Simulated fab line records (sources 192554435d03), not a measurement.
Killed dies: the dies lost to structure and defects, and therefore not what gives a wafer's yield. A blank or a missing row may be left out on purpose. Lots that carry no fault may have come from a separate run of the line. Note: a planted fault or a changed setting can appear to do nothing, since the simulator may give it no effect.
Which of the tools did it? :: flow n5 finfet :: 12 lots, 32 wafers sampled, at 4 steps of a route of 1938

## WHAT THE GAUGES SHOWED, per wafer
The record holds no reading of a measuring or inspecting step that can be judged against a usual standard deviation.

## WHICH TOOL RAN EACH LOT (tool, then ch and the chambers of the sampled wafers, then the start)
lot: L831
N5_BEOL_M1_ALD_98: ald sin-04 ch 0,1,2, day 6 12:43
N5_MIM_TOP_ETCH_STRIP_01: rie diel-05 ch 0,1,2, day 12 04:26
N5_PASSIVATION_STRIP_14: rie diel-05 ch 1,2, day 12 06:53
N5_PASSIVATION_PROBE_49: -

lot: L833
N5_BEOL_M1_ALD_98: ald sin-02 ch 2,3, day 6 16:26
N5_MIM_TOP_ETCH_STRIP_01: rie diel-01 ch 1,3, day 12 07:43
N5_PASSIVATION_STRIP_14: rie diel-05 ch 0,2,3, day 12 10:31
N5_PASSIVATION_PROBE_49: -

lot: L835
N5_BEOL_M1_ALD_98: ald sin-02 ch 2,3, day 7 10:54
N5_MIM_TOP_ETCH_STRIP_01: rie diel-05 ch 0,2,3, day 13 09:44
N5_PASSIVATION_STRIP_14: rie diel-05 ch 0,2,3, day 13 12:21
N5_PASSIVATION_PROBE_49: -

lot: L836
N5_BEOL_M1_ALD_98: ald sin-03 ch 1,2, day 7 18:35
N5_MIM_TOP_ETCH_STRIP_01: rie diel-06 ch 0,3, day 14 06:34
N5_PASSIVATION_STRIP_14: rie diel-05 ch 0,1, day 14 09:04
N5_PASSIVATION_PROBE_49: -

lot: L837
N5_BEOL_M1_ALD_98: ald sin-03 ch 1,2, day 7 23:17
N5_MIM_TOP_ETCH_STRIP_01: rie diel-06 ch 1,2, day 13 21:46
N5_PASSIVATION_STRIP_14: rie diel-05 ch 0,1,2, day 14 00:41
N5_PASSIVATION_PROBE_49: -

lot: L839
N5_BEOL_M1_ALD_98: ald sin-02 ch 0,1,2, day 8 12:29
N5_MIM_TOP_ETCH_STRIP_01: rie diel-01 ch 1,2,3, day 14 10:10
N5_PASSIVATION_STRIP_14: rie diel-05 ch 0,1,2, day 14 12:58
N5_PASSIVATION_PROBE_49: -

lot: L840
N5_BEOL_M1_ALD_98: ald sin-02 ch 1,2,3, day 8 16:58
N5_MIM_TOP_ETCH_STRIP_01: rie diel-05 ch 0,1, day 14 22:54
N5_PASSIVATION_STRIP_14: rie diel-01 ch 0,1,2, day 15 02:10
N5_PASSIVATION_PROBE_49: -

lot: L841
N5_BEOL_M1_ALD_98: ald sin-03 ch 2,3, day 9 00:55
N5_MIM_TOP_ETCH_STRIP_01: rie diel-06 ch 3, day 14 19:17
N5_PASSIVATION_STRIP_14: rie diel-05 ch 0,3, day 14 22:17
N5_PASSIVATION_PROBE_49: -

lot: L842
N5_BEOL_M1_ALD_98: ald sin-02 ch 0,1,2, day 9 05:51
N5_MIM_TOP_ETCH_STRIP_01: rie diel-06 ch 0,1,3, day 14 17:03
N5_PASSIVATION_STRIP_14: rie diel-01 ch 0,1, day 14 21:34
N5_PASSIVATION_PROBE_49: prober-01, day 15 03:49

lot: L843
N5_BEOL_M1_ALD_98: ald sin-04 ch 2,3, day 9 08:32
N5_MIM_TOP_ETCH_STRIP_01: rie diel-01 ch 0,2, day 15 05:43
N5_PASSIVATION_STRIP_14: rie diel-01 ch 0,1, day 15 08:28
N5_PASSIVATION_PROBE_49: -

lot: L847
N5_BEOL_M1_ALD_98: ald sin-02 ch 0,1, day 10 10:55
N5_MIM_TOP_ETCH_STRIP_01: rie diel-06 ch 1,2,3, day 16 07:14
N5_PASSIVATION_STRIP_14: rie diel-05 ch 0,1,2, day 16 09:45
N5_PASSIVATION_PROBE_49: prober-01, day 16 16:29

lot: L853
N5_BEOL_M1_ALD_98: ald sin-04 ch 0,2, day 12 00:35
N5_MIM_TOP_ETCH_STRIP_01: rie diel-01 ch 0,1, day 18 15:49
N5_PASSIVATION_STRIP_14: rie diel-01 ch 0,2, day 18 19:46
N5_PASSIVATION_PROBE_49: -
- N5_BEOL_M1_ALD_98: deposits SiO2, target thk 2.5 nm, pulse time 1 s, co reactant pulse time 1 s.
- N5_MIM_TOP_ETCH_STRIP_01: strips in O2.
- N5_PASSIVATION_STRIP_14: strips in O2.
- N5_PASSIVATION_PROBE_49

## WHAT THE TOOLS THEMSELVES READ (means of the sampled wafers that have a number; where no wafer has one, the mark that the record gives instead)
N5_BEOL_M1_ALD_98.
lot: L831
tool: ald sin-04
chamber pressure Torr (Torr): 2.001
heater power w (W): 81
precursor pulse height rel: 1.006

lot: L833
tool: ald sin-02
chamber pressure Torr (Torr): 1.999
heater power w (W): 73
precursor pulse height rel: 0.980

lot: L835
tool: ald sin-02
chamber pressure Torr (Torr): 2.000
heater power w (W): 75
precursor pulse height rel: 0.970

lot: L836
tool: ald sin-03
chamber pressure Torr (Torr): 1.996
heater power w (W): 74
precursor pulse height rel: 1.012

lot: L837
tool: ald sin-03
chamber pressure Torr (Torr): 1.997
heater power w (W): 74
precursor pulse height rel: 0.992

lot: L839
tool: ald sin-02
chamber pressure Torr (Torr): 2.003
heater power w (W): 73
precursor pulse height rel: 1.026

lot: L840
tool: ald sin-02
chamber pressure Torr (Torr): 2.001
heater power w (W): 78
precursor pulse height rel: 0.995

lot: L841
tool: ald sin-03
chamber pressure Torr (Torr): 2.006
heater power w (W): 84
precursor pulse height rel: 1.010

lot: L842
tool: ald sin-02
chamber pressure Torr (Torr): 1.998
heater power w (W): 72
precursor pulse height rel: 1.005

lot: L843
tool: ald sin-04
chamber pressure Torr (Torr): 2.001
heater power w (W): 79
precursor pulse height rel: 1.026

lot: L847
tool: ald sin-02
chamber pressure Torr (Torr): 1.999
heater power w (W): 79
precursor pulse height rel: 0.997

lot: L853
tool: ald sin-04
chamber pressure Torr (Torr): 2.003
heater power w (W): 86
precursor pulse height rel: 0.988

N5_MIM_TOP_ETCH_STRIP_01.
lot: L831
tool: rie diel-05
drypump motor current A (A): 5.6
oes product au (a.u.): 0.76
rf vpp V (V): 4.2
showerhead plenum p Torr (Torr): 2.13
temp c (C): 60.12
throttle valve pct (%): 16.54

lot: L833
tool: rie diel-01
drypump motor current A (A): 5.9
oes product au (a.u.): 0.87
rf vpp V (V): 2.9
showerhead plenum p Torr (Torr): 2.16
temp c (C): 60.08
throttle valve pct (%): 16.65

lot: L835
tool: rie diel-05
drypump motor current A (A): 5.7
oes product au (a.u.): 0.75
rf vpp V (V): 3.8
showerhead plenum p Torr (Torr): 2.12
temp c (C): 60.02
throttle valve pct (%): 16.73

lot: L836
tool: rie diel-06
drypump motor current A (A): 5.5
oes product au (a.u.): 0.73
rf vpp V (V): 4.3
showerhead plenum p Torr (Torr): 2.08
temp c (C): 60.07
throttle valve pct (%): 16.67

lot: L837
tool: rie diel-06
drypump motor current A (A): 5.4
oes product au (a.u.): 0.83
rf vpp V (V): 3.0
showerhead plenum p Torr (Torr): 2.12
temp c (C): 59.83
throttle valve pct (%): 16.53

lot: L839
tool: rie diel-01
drypump motor current A (A): 5.7
oes product au (a.u.): 0.86
rf vpp V (V): 3.8
showerhead plenum p Torr (Torr): 2.12
temp c (C): 59.97
throttle valve pct (%): 16.55

lot: L840
tool: rie diel-05
drypump motor current A (A): 5.8
oes product au (a.u.): 0.72
rf vpp V (V): 3.0
showerhead plenum p Torr (Torr): 2.15
temp c (C): 60.03
throttle valve pct (%): 16.61

lot: L841
tool: rie diel-06
drypump motor current A (A): 5.2
oes product au (a.u.): 0.79
rf vpp V (V): 4.9
showerhead plenum p Torr (Torr): 2.02
temp c (C): 60.09
throttle valve pct (%): 16.68

lot: L842
tool: rie diel-06
drypump motor current A (A): 5.5
oes product au (a.u.): 0.77
rf vpp V (V): 4.0
showerhead plenum p Torr (Torr): 2.09
temp c (C): 59.90
throttle valve pct (%): 16.58

lot: L843
tool: rie diel-01
drypump motor current A (A): 5.7
oes product au (a.u.): 0.85
rf vpp V (V): 3.3
showerhead plenum p Torr (Torr): 2.10
temp c (C): 59.98
throttle valve pct (%): 16.61

lot: L847
tool: rie diel-06
drypump motor current A (A): 5.4
oes product au (a.u.): 0.77
rf vpp V (V): 2.1
showerhead plenum p Torr (Torr): 2.07
temp c (C): 59.96
throttle valve pct (%): 16.66

lot: L853
tool: rie diel-01
drypump motor current A (A): 6.0
oes product au (a.u.): 0.82
rf vpp V (V): 4.0
showerhead plenum p Torr (Torr): 2.14
temp c (C): 59.95
throttle valve pct (%): 16.88

N5_PASSIVATION_STRIP_14.
lot: L831
tool: rie diel-05
drypump motor current A (A): 5.4
oes product au (a.u.): 0.78
rf vpp V (V): 3.8
showerhead plenum p Torr (Torr): 2.11
temp c (C): 60.03
throttle valve pct (%): 16.54

lot: L833
tool: rie diel-05
drypump motor current A (A): 5.7
oes product au (a.u.): 0.73
rf vpp V (V): 3.5
showerhead plenum p Torr (Torr): 2.12
temp c (C): 60.15
throttle valve pct (%): 16.74

lot: L835
tool: rie diel-05
drypump motor current A (A): 5.7
oes product au (a.u.): 0.74
rf vpp V (V): 2.5
showerhead plenum p Torr (Torr): 2.12
temp c (C): 60.01
throttle valve pct (%): 16.76

lot: L836
tool: rie diel-05
drypump motor current A (A): 5.7
oes product au (a.u.): 0.75
rf vpp V (V): 3.1
showerhead plenum p Torr (Torr): 2.14
temp c (C): 60.02
throttle valve pct (%): 16.57

lot: L837
tool: rie diel-05
drypump motor current A (A): 5.6
oes product au (a.u.): 0.76
rf vpp V (V): 2.8
showerhead plenum p Torr (Torr): 2.13
temp c (C): 60.11
throttle valve pct (%): 16.61

lot: L839
tool: rie diel-05
drypump motor current A (A): 5.7
oes product au (a.u.): 0.75
rf vpp V (V): 3.4
showerhead plenum p Torr (Torr): 2.12
temp c (C): 59.97
throttle valve pct (%): 16.60

lot: L840
tool: rie diel-01
drypump motor current A (A): 5.8
oes product au (a.u.): 0.86
rf vpp V (V): 4.0
showerhead plenum p Torr (Torr): 2.12
temp c (C): 60.14
throttle valve pct (%): 16.69

lot: L841
tool: rie diel-05
drypump motor current A (A): 5.8
oes product au (a.u.): 0.82
rf vpp V (V): 3.5
showerhead plenum p Torr (Torr): 2.12
temp c (C): 59.95
throttle valve pct (%): 16.59

lot: L842
tool: rie diel-01
drypump motor current A (A): 6.0
oes product au (a.u.): 0.87
rf vpp V (V): 4.7
showerhead plenum p Torr (Torr): 2.16
temp c (C): 60.01
throttle valve pct (%): 16.81

lot: L843
tool: rie diel-01
drypump motor current A (A): 6.0
oes product au (a.u.): 0.83
rf vpp V (V): 3.8
showerhead plenum p Torr (Torr): 2.15
temp c (C): 60.10
throttle valve pct (%): 16.81

lot: L847
tool: rie diel-05
drypump motor current A (A): 5.6
oes product au (a.u.): 0.75
rf vpp V (V): 3.4
showerhead plenum p Torr (Torr): 2.12
temp c (C): 59.97
throttle valve pct (%): 16.62

lot: L853
tool: rie diel-01
drypump motor current A (A): 5.6
oes product au (a.u.): 0.82
rf vpp V (V): 4.6
showerhead plenum p Torr (Torr): 2.09
temp c (C): 59.93
throttle valve pct (%): 16.66

N5_PASSIVATION_PROBE_49.
lot: L842
tool: prober-01
defect limited yield (%): 86.7
killed_at_M0_to_M3: 105
killed_at_M4_up: 14
killed at contacts: 4
killed at front end: 30
killed at other: 4.7
killed dies: 157
killed on rim: 24
killed open: 50
killed short: 23
sort_bin_5_function (%): 8.6
sort_bin_6_memory (%): 3.2
sort n pass: 1023
sort yield pct (%): 86.7

lot: L847
tool: prober-01
defect limited yield (%): 85.6
killed_at_M0_to_M3: 113
killed_at_M4_up: 10
killed at contacts: 9
killed at front end: 33
killed at other: 4.0
killed dies: 169
killed on rim: 27
killed open: 55
killed short: 27
sort_bin_5_function (%): 8.9
sort_bin_6_memory (%): 3.5
sort n pass: 1011
sort yield pct (%): 85.6

## THE ANSWER, worked out from the rows above alone
Rule: the usual values come from the lots themselves. Put in order of their means at a reading, lots are off if they are a third of the lots or fewer, leave a main group of 4 or more, and stand apart from it by a gap of 3 or more times the standard deviation of the main group's means; of several such gaps the widest counts. Not used: any main group whose means are identical at the precision the tables above print for the reading. Also off: a lot with no number at a reading for which 4 or more lots have one. Where the step has rows for the other lots, those lots are counted as sound. The gauges are gone through in route order, then the tools' own readings, and for those a lot's mean is taken as printed above. At the first step where some lot is off, the reading lying furthest off is the one used; lots without a number count as furthest.
No lot is off on any of the readings shown, so nothing can be concluded from this.

## WHAT HAD BEEN PUT IN BY THE SIMULATOR
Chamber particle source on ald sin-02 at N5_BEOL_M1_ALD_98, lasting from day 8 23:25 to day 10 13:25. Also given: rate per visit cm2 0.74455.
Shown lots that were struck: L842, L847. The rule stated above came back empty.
